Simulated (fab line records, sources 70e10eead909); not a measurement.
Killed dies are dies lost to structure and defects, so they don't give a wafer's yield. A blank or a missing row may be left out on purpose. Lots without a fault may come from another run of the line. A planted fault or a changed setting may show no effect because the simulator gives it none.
fab line records | flow nand_harc
record lots=12 wafers=36 last_day=32
route steps=1302 shown P_M1@312 P_M2@326 END@1302
lots that met no fault: from a run of the same line without faults
start_h: hours from the record's first day to the start of the lot's first wafer shown | wait_h: hours since the lot's step before | " the same as in the row above | L1.1+2: a row that stands for several wafers | - no value, or no start given | * or withheld: withheld | < > ~ a bound
route shown NAME@n: a module of which the file shows steps, and the number in the route of the first | usual: mean/standard deviation of fault-free wafers | same: alike in all rows | chamber/n: place in a boat | sites: the reading at each site | _std_site: their standard deviation | _edge_site: outer sites' mean less inner sites' | radius_mm: how far each site lies from the wafer's centre | mask NAME#n: copy n | behind: the tool/chamber that last shaped the wafer | hold: why the lot was held/for how many hours/how that ended | device: the transistor (n, p or np) that didn't switch | end of line: the same wafers' tests at the end of the route | a step without rows: its recipe alone | killed: dies lost to structure and defects at the first sort, not the wafer's yield | map: a wafer's dies, x killed, . not, _ none there
set.NAME: the setting as run; set.NAME@STEP: as run at that earlier step | model.NAME: the simulator's own value behind a step, which no gauge read
steps of the route over a sample of lots; a table a step, a row a wafer
services: from which hour (start_h, from the record's first day; less than 0 if before it) a tool's chamber was out of use, for how many hours, and why
## steps
# step NHARC_P_M1_THK_MEAS_24
# recipe thk_meas_gauge=xrf
# usual thk_nm=157.7/1.2
# columns lot.wafer tool chamber start_h wait_h thk_nm
L785.1 film_metro-02 - 130.85 - 158.3
L785.5 " - " " 157.4
L785.6 " - " " 157.7
L786.1 film_metro-02 - 132.30 - 160.3
L786.3 " - " " 156.1
L786.4 " - " " 158.9
L788.1 film_metro-01 - 157.24 - 159.6
L788.2 " - " " 156.2
L788.6 " - " " 157.9
L787.1 film_metro-01 - 158.09 - 156.8
L787.3 " - " " 159.1
L787.5 " - " " 157.6
L789.2 film_metro-02 - 170.92 - 158.3
L789.4 " - " " 156.7
L789.5 " - " " 159.1
L790.3 film_metro-02 - 179.95 - 158.8
L790.5 " - " " 158.0
L790.6 " - " " 156.8
L792.3 film_metro-01 - 203.26 - 156.7
L792.4 " - " " 158.0
L792.5 " - " " 158.6
L793.1 film_metro-01 - 203.70 - 159.3
L793.3 " - " " 158.4
L793.6 " - " " 159.4
L794.1 film_metro-01 - 216.70 - 158.4
L794.4 " - " " 155.7
L794.5 " - " " 159.0
L796.3 film_metro-01 - 236.61 - 157.9
L796.5 " - " " 157.7
L796.6 " - " " 158.5
L804.1 film_metro-01 - 318.33 - 157.1
L804.5 " - " " 159.3
L804.6 " - " " 158.0
L807.2 film_metro-01 - 351.29 - 154.9
L807.3 " - " " 157.7
L807.5 " - " " 157.1
# step NHARC_P_M1_DEP_33
# recipe target_thk_a=300 temp_c=370 target_thk_nm=30 pressure_torr=3 flow_sccm=200 rf_w=450 material=SiCN
# usual heater_power_w=622/81
# columns lot.wafer tool chamber start_h wait_h heater_power_w
L785.1 pecvd-03 0 131.19 0.1 749
L785.6 " 2 " " 643
L785.5 " 1 " " 501
L786.1 pecvd-02 0 132.64 0.1 595
L786.3 " 1 " " 637
L786.4 " 2 " " 475
L788.2 pecvd-01 0 157.58 0.1 725
L788.1 " 1 " " 710
L788.6 " 1 " " 712
L787.3 pecvd-03 1 158.43 0.1 487
L787.1 " 2 " " 671
L787.5 " 1 " " 482
L789.2 pecvd-02 2 171.31 0.1 504
L789.4 " 1 " " 685
L789.5 " 2 " " 513
L790.3 pecvd-02 1 180.30 0.1 638
L790.6 " 0 " " 636
L790.5 " 2 " " 547
L792.3 pecvd-01 1 203.61 0.1 718
L792.4 " 1 " " 722
L792.5 " 2 " " 547
L793.1 pecvd-01 2 204.04 0.1 554
L793.3 " 0 " " 760
L793.6 " 1 " " 746
L794.1 pecvd-01 0 217.01 0.1 687
L794.5 " 0 " " 699
L794.4 " 2 " " 554
L796.3 pecvd-03 1 237.00 0.1 551
L796.5 " 2 " " 619
L796.6 " 1 " " 555
L804.1 pecvd-03 0 318.63 0.1 728
L804.5 " 1 " " 611
L804.6 " 2 " " 694
L807.2 pecvd-02 1 351.68 0.1 730
L807.3 " 2 " " 493
L807.5 " 2 " " 508
# step NHARC_P_M2_PEB_07
# recipe peb_temp_c=100 peb_time_s=65
# usual heater_power_total_W=156.6/0.43 plate_temp_C=100.00/0.13
# columns lot.wafer tool chamber start_h wait_h heater_power_total_W plate_temp_C
L785.1 litho_track-06 0 132.31 0.1 156.2 99.98
L785.5 " 0 " " 157.0 100.09
L785.6 " 0 " " 156.9 100.02
L786.1 litho_track-04 0 133.74 0.1 156.9 99.99
L786.3 " 0 " " 156.5 100.04
L786.4 " 0 " " 156.0 100.08
L788.1 litho_track-04 0 158.76 0.1 157.0 100.13
L788.2 " 0 " " 156.7 100.01
L788.6 " 0 " " 155.9 100.02
L787.1 litho_track-04 0 161.02 0.1 156.1 99.88
L787.3 " 0 " " 156.2 99.86
L787.5 " 0 " " 157.1 99.91
L789.2 litho_track-06 0 172.39 0.1 157.2 99.96
L789.4 " 0 " " 156.6 100.01
L789.5 " 0 " " 156.7 99.88
L790.3 litho_track-01 0 181.40 0.0 156.1 100.17
L790.5 " 0 " " 157.2 99.97
L790.6 " 0 " " 156.9 99.74
L792.3 litho_track-06 0 204.72 0.0 156.1 100.06
L792.4 " 0 " " 156.8 99.92
L792.5 " 0 " " 156.9 100.07
L793.1 litho_track-06 0 205.29 0.1 156.0 100.20
L793.3 " 0 " " 156.6 100.05
L793.6 " 0 " " 155.9 99.96
L794.1 litho_track-06 0 218.20 0.1 157.0 99.94
L794.4 " 0 " " 157.1 100.04
L794.5 " 0 " " 157.1 99.89
L796.3 litho_track-01 0 237.94 0.0 156.2 100.09
L796.5 " 0 " " 156.0 100.11
L796.6 " 0 " " 157.0 99.91
L804.1 litho_track-04 0 319.79 0.1 164.9 103.74
L804.5 " 0 " " 164.2 103.80
L804.6 " 0 " " 165.3 103.80
L807.2 litho_track-04 0 352.94 0.1 164.9 104.11
L807.3 " 0 " " 164.3 103.86
L807.5 " 0 " " 165.3 103.85
# step NHARC_P_M2_CD_MEAS_09
# recipe target_cd_nm=170 landing_energy_ev=500
# usual cd_nm=170.1/0.51
# columns lot.wafer tool chamber start_h wait_h cd_nm
L785.1 cd_sem-03 0 132.39 - 170.3
L785.5 " 0 " " 170.3
L785.6 " 0 " " 170.0
L786.1 cd_sem-02 0 133.82 - 169.7
L786.3 " 0 " " 169.5
L786.4 " 0 " " 169.8
L788.1 cd_sem-03 0 158.84 - 169.7
L788.2 " 0 " " 169.9
L788.6 " 0 " " 170.2
L787.1 cd_sem-02 0 161.10 - 169.7
L787.3 " 0 " " 170.0
L787.5 " 0 " " 169.6
L789.2 cd_sem-03 0 172.47 - 170.5
L789.4 " 0 " " 169.5
L789.5 " 0 " " 170.0
L790.3 cd_sem-01 0 181.49 - 169.8
L790.5 " 0 " " 169.7
L790.6 " 0 " " 169.2
L792.3 cd_sem-01 0 204.80 - 170.1
L792.4 " 0 " " 170.0
L792.5 " 0 " " 169.3
L793.1 cd_sem-01 0 205.37 - 169.7
L793.3 " 0 " " 170.7
L793.6 " 0 " " 170.2
L794.1 cd_sem-02 0 218.27 - 169.5
L794.4 " 0 " " 169.9
L794.5 " 0 " " 169.7
L796.3 cd_sem-02 0 238.02 - 170.9
L796.5 " 0 " " 170.4
L796.6 " 0 " " 170.4
L804.1 cd_sem-03 0 319.87 - 181.7
L804.5 " 0 " " 182.0
L804.6 " 0 " " 182.2
L807.2 cd_sem-02 0 353.03 - 181.6
L807.3 " 0 " " 182.2
L807.5 " 0 " " 182.3
# step NHARC_P_M2_OVL_MEAS_10
# recipe pitch_nm=340
# usual overlay_x_nm=-0.1/0.82 overlay_y_nm=0.1/0.75
# columns lot.wafer tool chamber start_h wait_h overlay_x_nm overlay_y_nm
L785.1 overlay-02 - 132.48 - 0.0 -0.1
L785.5 " - " " 0.7 0.1
L785.6 " - " " 0.2 0.4
L786.1 overlay-01 - 133.91 - -0.8 0.3
L786.3 " - " " -0.4 0.1
L786.4 " - " " -0.5 0.5
L788.1 overlay-01 - 158.93 - -1.0 -1.6
L788.2 " - " " -0.2 -0.9
L788.6 " - " " -0.1 -1.4
L787.1 overlay-02 - 161.18 - -2.0 0.4
L787.3 " - " " -1.0 0.0
L787.5 " - " " -1.5 0.6
L789.2 overlay-01 - 172.56 - 0.9 1.0
L789.4 " - " " 1.1 1.0
L789.5 " - " " -0.1 0.5
L790.3 overlay-01 - 181.57 - 1.0 0.2
L790.5 " - " " 0.6 0.6
L790.6 " - " " 1.0 0.5
L792.3 overlay-01 - 204.88 - 0.2 0.1
L792.4 " - " " 0.1 -0.3
L792.5 " - " " -0.3 -0.5
L793.1 overlay-01 - 205.46 - 1.8 1.1
L793.3 " - " " 1.8 0.6
L793.6 " - " " 1.2 0.7
L794.1 overlay-01 - 218.36 - -1.1 0.6
L794.4 " - " " -1.7 0.6
L794.5 " - " " -1.8 0.2
L796.3 overlay-02 - 238.11 - -1.2 0.1
L796.5 " - " " -0.9 -0.3
L796.6 " - " " -1.2 0.2
L804.1 overlay-02 - 319.96 - -0.2 -0.2
L804.5 " - " " -0.3 -0.9
L804.6 " - " " 0.1 -0.4
L807.2 overlay-02 - 353.11 - -0.8 0.1
L807.3 " - " " -1.1 0.1
L807.5 " - " " -0.8 0.1
# step NHARC_END_SORT_01
# recipe temp_c=25
# usual defect_limited_yield=91.6/2.6 killed_at_array=51/17 killed_at_other=1.6/2.1 killed_at_periphery=4/3.2 killed_dies=57/18 killed_open=2.9/1.7 killed_short=2.3/1.3 sort_bin_2_pct=3.0/1.2 sort_bin_3_pct=0.7/0.43 sort_bin_4_pct=4.7/1.4 sort_n_pass=620/18 sort_rim_yield_pct=87/4.8 sort_yield_pct=91.6/2.6
# same gross_dies=677 sort_bin_5_pct[%]=0 sort_bin_6_pct[%]=0 sort_bin_7_pct[%]=0 sort_bin_8_pct[%]=0 sort_rim_n_gross=106.00
# columns lot.wafer tool chamber start_h wait_h defect_limited_yield[%] killed_at_array killed_at_other killed_at_periphery killed_dies killed_open killed_short sort_bin_2_pct[%] sort_bin_3_pct[%] sort_bin_4_pct[%] sort_n_pass sort_rim_yield_pct[%] sort_yield_pct[%]
L785.1 prober-01 0 567.55 2.5 90.1 63 2 2 67 3 5 3.1 0.7 6.1 610 85 90.1
L785.5 prober-01 0 570.82 3.8 91.3 58 0 1 59 1 1 3.5 0.7 4.4 618 87 91.3
L785.6 prober-01 0 571.64 4.1 91.0 61 0 0 61 1 3 3.7 0.4 4.9 616 87 91.0
L789.2 prober-02 0 587.66 2.8 87.7 79 3 1 83 2 3 5.0 1.3 5.9 594 79 87.7
L789.4 prober-02 0 589.23 3.4 85.2 88 5 7 100 2 3 5.6 1.2 8.0 577 80 85.2
L789.5 prober-02 0 590.02 3.6 88.8 68 2 6 76 1 2 4.9 1.2 5.2 601 86 88.8
L787.1 prober-01 0 591.28 2.5 91.6 50 5 2 57 6 3 3.5 0.4 4.4 620 92 91.6
L787.3 prober-01 0 592.85 3.1 92.0 50 0 4 54 4 2 2.5 0.3 5.2 623 87 92.0
L787.5 prober-01 0 594.43 3.7 93.5 41 1 2 44 2 0 3.0 0.3 3.2 633 93 93.5
L792.3 prober-02 0 639.92 3.1 92.3 47 0 5 52 2 4 2.7 0.7 4.3 625 92 92.3
L792.4 prober-02 0 640.73 3.4 93.5 41 2 1 44 2 2 2.1 0.6 3.8 633 90 93.5
L792.5 prober-02 0 641.54 3.7 93.4 43 0 2 45 3 0 1.8 0.4 4.4 632 92 93.4
L794.1 prober-02 0 675.81 2.5 88.0 65 2 14 81 6 4 4.1 1.8 6.1 596 80 88.0
L794.4 prober-02 0 678.19 3.4 90.0 55 0 13 68 2 3 3.5 0.1 6.4 609 85 90.0
L794.5 prober-02 0 678.98 3.7 88.5 62 4 12 78 4 2 3.1 1.3 7.1 599 89 88.5
L796.3 prober-01 0 677.44 3.1 90.4 57 2 6 65 4 2 4.6 0.3 4.7 612 85 90.4
L796.5 prober-01 0 679.05 3.7 90.4 63 0 2 65 2 2 3.1 1.0 5.5 612 84 90.4
L796.6 prober-01 0 679.86 4.0 90.8 57 4 1 62 3 5 3.8 1.0 4.3 615 84 90.8
L804.1 prober-01 0 762.47 2.5 90.7 54 6 3 63 2 2 2.5 1.2 5.6 614 83 90.7
L804.5 prober-01 0 765.67 3.7 91.6 50 5 2 57 1 3 3.0 0.4 5.0 620 88 91.6
L804.6 prober-01 0 766.48 4.0 91.1 49 6 5 60 3 1 2.8 0.9 5.2 617 86 91.1
L807.2 prober-01 0 773.27 2.8 92.9 44 0 4 48 3 3 1.5 0.3 5.3 629 91 92.9
L807.3 prober-01 0 774.06 3.1 94.2 35 1 3 39 2 2 2.2 0.1 3.4 638 92 94.2
L807.5 prober-01 0 775.65 3.7 95.0 31 0 3 34 1 1 1.6 0.1 3.2 643 92 95.0
# killed by level:class
L785.1 A_CHANNEL_HOLE_D1:chamber_film_flake=25 A_SLIT:chamber_film_flake=11 A_CHANNEL_HOLE_D2:chamber_film_flake=8 A_CONTACT:chamber_film_flake=7 A_ZERO_WELL:chamber_film_flake=3 A_CONTACT:unspecified=3 P_M0:geometric_particle:open=1 P_M1:geometric_particle:short=1
L785.5 A_CHANNEL_HOLE_D1:chamber_film_flake=24 A_SLIT:chamber_film_flake=18 A_CHANNEL_HOLE_D2:chamber_film_flake=7 A_CONTACT:chamber_film_flake=6 P_STI:geometric_particle:open=1 A_CHANNEL_FILL_D2:geometric_particle:short=1 A_ZERO_WELL:chamber_film_flake=1 A_STAIRCASE:chamber_film_flake=1
L785.6 A_CHANNEL_HOLE_D1:chamber_film_flake=24 A_SLIT:chamber_film_flake=20 A_CHANNEL_HOLE_D2:chamber_film_flake=3 A_CONTACT:chamber_film_flake=3 A_ZERO_WELL:chamber_film_flake=2 A_CHANNEL_FILL_D1:chamber_film_flake=2 A_DECK1_JOINT:chamber_film_flake=2 A_ONON_D2:geometric_particle:short=1
L789.2 A_CHANNEL_HOLE_D2:chamber_film_flake=32 A_CHANNEL_HOLE_D1:chamber_film_flake=23 A_SLIT:chamber_film_flake=15 A_CHANNEL_FILL_D2:geometric_particle:short=2 A_STAIRCASE:chamber_film_flake=2 A_CONTACT:chamber_film_flake=2 THIN_TSV:chamber_film_flake=2 A_ONON_D2:geometric_particle:open=1
L789.4 A_CHANNEL_HOLE_D2:chamber_film_flake=38 A_CHANNEL_HOLE_D1:chamber_film_flake=23 A_SLIT:chamber_film_flake=17 THIN_TSV:chamber_film_flake=5 P_GATE:chamber_film_flake=3 A_CHANNEL_FILL_D2:chamber_film_flake=3 A_CONTACT:chamber_film_flake=3 A_STAIRCASE:chamber_film_flake=2
L789.5 A_CHANNEL_HOLE_D2:chamber_film_flake=28 A_SLIT:chamber_film_flake=18 A_CHANNEL_HOLE_D1:chamber_film_flake=15 P_GATE:chamber_film_flake=4 A_CHANNEL_FILL_D2:chamber_film_flake=2 THIN_TSV:chamber_film_flake=2 P_M0:geometric_particle:open=1 A_CHANNEL_HOLE_D1:geometric_particle:short=1
L787.1 A_CHANNEL_HOLE_D1:chamber_film_flake=32 A_CHANNEL_HOLE_D2:chamber_film_flake=6 THIN_TSV:chamber_film_flake=5 A_SOURCE_PLATE:geometric_particle:open=2 P_CONTACT:geometric_particle:open=1 P_M2:geometric_particle:open=1 A_SOURCE_PLATE:geometric_particle:short=1 A_CHANNEL_HOLE_D1:geometric_particle:short=1
L787.3 A_CHANNEL_HOLE_D1:chamber_film_flake=30 A_CHANNEL_HOLE_D2:chamber_film_flake=9 A_STAIRCASE:chamber_film_flake=5 A_CHANNEL_FILL_D1:geometric_particle:short=2 P_M2:chamber_film_flake=2 P_CONTACT:geometric_particle:open=1 P_M0:geometric_particle:open=1 A_CHANNEL_FILL_D2:geometric_particle:open=1
L787.5 A_CHANNEL_HOLE_D1:chamber_film_flake=22 A_CHANNEL_HOLE_D2:chamber_film_flake=9 A_STAIRCASE:chamber_film_flake=3 A_CONTACT:chamber_film_flake=2 P_M2:geometric_particle:open=1 A_SGD_CUT:geometric_particle:open=1 P_GATE:chamber_film_flake=1 A_CHANNEL_FILL_D1:chamber_film_flake=1
L792.3 A_CHANNEL_HOLE_D2:chamber_film_flake=28 A_STAIRCASE:chamber_film_flake=4 A_CHANNEL_HOLE_D1:chamber_film_flake=3 P_CONTACT:chamber_film_flake=2 P_BONDPAD:chamber_film_flake=2 A_CHANNEL_FILL_D1:chamber_film_flake=2 A_DECK1_JOINT:chamber_film_flake=2 P_CONTACT:geometric_particle:open=1
L792.4 A_CHANNEL_HOLE_D2:chamber_film_flake=29 A_CHANNEL_HOLE_D1:chamber_film_flake=3 A_CHANNEL_FILL_D1:chamber_film_flake=2 A_STAIRCASE:chamber_film_flake=2 THIN_TSV:chamber_film_flake=2 A_DECK1_JOINT:geometric_particle:open=1 A_DECK1_JOINT:geometric_particle:short=1 A_WL_FILL:geometric_particle:short=1
L792.5 A_CHANNEL_HOLE_D2:chamber_film_flake=28 A_STAIRCASE:chamber_film_flake=4 A_CHANNEL_HOLE_D1:chamber_film_flake=3 A_CONTACT:chamber_film_flake=3 P_CONTACT:geometric_particle:open=1 A_ONON_D1:geometric_particle:open=1 A_CHANNEL_HOLE_D1:geometric_particle:open=1 P_BONDPAD:chamber_film_flake=1
L794.1 A_CHANNEL_HOLE_D1:chamber_film_flake=33 A_CHANNEL_HOLE_D2:chamber_film_flake=11 P_M1:chamber_film_flake=7 P_CONTACT:chamber_film_flake=4 A_STAIRCASE:chamber_film_flake=4 A_CONTACT:chamber_film_flake=4 A_WL_FILL:chamber_film_flake=3 A_WL_FILL:geometric_particle:short=2
L796.3 A_CHANNEL_HOLE_D1:chamber_film_flake=24 A_SLIT:chamber_film_flake=16 A_CHANNEL_HOLE_D2:chamber_film_flake=8 A_CONTACT:chamber_film_flake=5 P_CONTACT:geometric_particle:open=2 A_WL_FILL:geometric_particle:short=2 P_GATE:chamber_film_flake=2 THIN_TSV:chamber_film_flake=2
L794.4 A_CHANNEL_HOLE_D1:chamber_film_flake=27 A_CHANNEL_HOLE_D2:chamber_film_flake=11 A_STAIRCASE:chamber_film_flake=8 P_M1:chamber_film_flake=5 P_CONTACT:chamber_film_flake=4 A_CHANNEL_FILL_D1:chamber_film_flake=2 A_WL_FILL:chamber_film_flake=2 P_CONTACT:geometric_particle:open=1
L794.5 A_CHANNEL_HOLE_D1:chamber_film_flake=26 A_CHANNEL_HOLE_D2:chamber_film_flake=11 A_STAIRCASE:chamber_film_flake=11 A_CONTACT:chamber_film_flake=6 P_CONTACT:chamber_film_flake=5 P_M1:chamber_film_flake=4 THIN_TSV:chamber_film_flake=4 P_STI:chamber_film_flake=2
L796.5 A_CHANNEL_HOLE_D1:chamber_film_flake=25 A_SLIT:chamber_film_flake=22 A_CONTACT:chamber_film_flake=6 A_CHANNEL_HOLE_D2:chamber_film_flake=5 P_CONTACT:geometric_particle:short=1 A_DECK1_JOINT:geometric_particle:open=1 A_CHANNEL_HOLE_D2:geometric_particle:short=1 A_CHANNEL_HOLE_D2:geometric_particle:open=1
L796.6 A_CHANNEL_HOLE_D1:chamber_film_flake=22 A_SLIT:chamber_film_flake=14 A_CHANNEL_HOLE_D2:chamber_film_flake=9 THIN_TSV:chamber_film_flake=4 A_CONTACT:chamber_film_flake=3 A_WL_FILL:geometric_particle:short=2 A_SOURCE_PLATE:geometric_particle:short=1 A_ONON_D1:geometric_particle:short=1
L804.1 A_SLIT:chamber_film_flake=22 A_CHANNEL_HOLE_D2:chamber_film_flake=16 A_CHANNEL_HOLE_D1:chamber_film_flake=6 THIN_TSV:chamber_film_flake=5 A_CONTACT:chamber_film_flake=4 P_ZERO_WELL:chamber_film_flake=2 A_CHANNEL_FILL_D2:chamber_film_flake=2 A_CHANNEL_FILL_D1:geometric_particle:short=1
L804.5 A_SLIT:chamber_film_flake=19 A_CHANNEL_HOLE_D2:chamber_film_flake=10 A_CHANNEL_HOLE_D1:chamber_film_flake=9 THIN_TSV:chamber_film_flake=5 A_CHANNEL_HOLE_D2:geometric_particle:short=2 A_CHANNEL_FILL_D1:chamber_film_flake=2 A_STAIRCASE:chamber_film_flake=2 A_CONTACT:chamber_film_flake=2
L804.6 A_CHANNEL_HOLE_D2:chamber_film_flake=16 A_CHANNEL_HOLE_D1:chamber_film_flake=14 A_SLIT:chamber_film_flake=12 THIN_TSV:chamber_film_flake=6 P_M0:geometric_particle:open=2 P_ZERO_WELL:chamber_film_flake=2 A_CONTACT:chamber_film_flake=2 P_CONTACT:geometric_particle:open=1
L807.2 A_CHANNEL_HOLE_D1:chamber_film_flake=19 A_SLIT:chamber_film_flake=8 A_CHANNEL_FILL_D2:chamber_film_flake=5 P_STI:chamber_film_flake=3 A_DECK1_JOINT:geometric_particle:short=2 A_STAIRCASE:chamber_film_flake=2 A_CONTACT:chamber_film_flake=2 P_CONTACT:geometric_particle:short=1
L807.3 A_CHANNEL_HOLE_D1:chamber_film_flake=15 A_SLIT:chamber_film_flake=6 A_CHANNEL_HOLE_D2:chamber_film_flake=2 A_CHANNEL_FILL_D2:chamber_film_flake=2 A_STAIRCASE:chamber_film_flake=2 A_CONTACT:chamber_film_flake=2 A_M1:chamber_film_flake=2 P_CONTACT:geometric_particle:short=1
L807.5 A_CHANNEL_HOLE_D1:chamber_film_flake=14 A_SLIT:chamber_film_flake=6 A_STAIRCASE:chamber_film_flake=3 P_STI:chamber_film_flake=2 A_M1:chamber_film_flake=2 A_ONON_D2:geometric_particle:short=1 A_BLC:geometric_particle:open=1 P_ZERO_WELL:chamber_film_flake=1
## services
# columns tool chamber start_h hours kind
pecvd-01 - 130.00 13.0 pm
pecvd-01 0 130.00 13.0 vent_cycle
pecvd-01 1 130.00 13.0 vent_cycle
pecvd-01 2 130.00 13.0 vent_cycle
pecvd-01 0 143.00 - clean
pecvd-01 1 143.00 - clean
pecvd-01 2 143.00 - clean
pecvd-03 - 151.25 0.9 repair
pecvd-01 2 152.72 11.4 repair
litho_track-01 - 155.00 7.0 pm
litho_track-06 - 179.00 7.0 pm
pecvd-03 - 185.00 13.0 pm
pecvd-03 0 185.00 13.0 vent_cycle
pecvd-02 0 196.15 9.2 repair
litho_track-04 - 203.00 7.0 pm
pecvd-03 - 216.83 0.7 repair
pecvd-01 1 221.88 6.7 repair
pecvd-01 0 223.27 23.1 repair
pecvd-02 - 227.08 13.0 pm
pecvd-01 2 229.12 8.4 repair
pecvd-03 2 281.61 2.9 repair
pecvd-01 - 311.26 13.0 pm
pecvd-03 1 324.56 29.7 repair
litho_track-01 - 330.00 7.0 pm
## key
first_sign step=NHARC_P_M2_PEB_07 reading=plate_temp_C direction=up sigmas=31 usual=* struck=*
effect step=NHARC_P_M2_PEB_07 reading=heater_power_total_W direction=up sigmas=19 usual=* struck=*
effect step=NHARC_P_M2_CD_MEAS_09 reading=cd_nm direction=up sigmas=23 usual=170.1 struck=182.0
met_at NHARC_P_M2_PEB_07
struck_lots L804,L807
not_acting_at NHARC_P_M1_THK_MEAS_24,NHARC_P_M1_DEP_33,NHARC_P_M2_OVL_MEAS_10
onset_between 161.02 319.79
fault kind=process_parameter_drift tool=litho_track-04 chamber=- onset_h=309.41 steps=NHARC_P_M2_PEB_07 channel=peb_temp_c offset=* shape=step end_h=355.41 acts_in=* stated=*
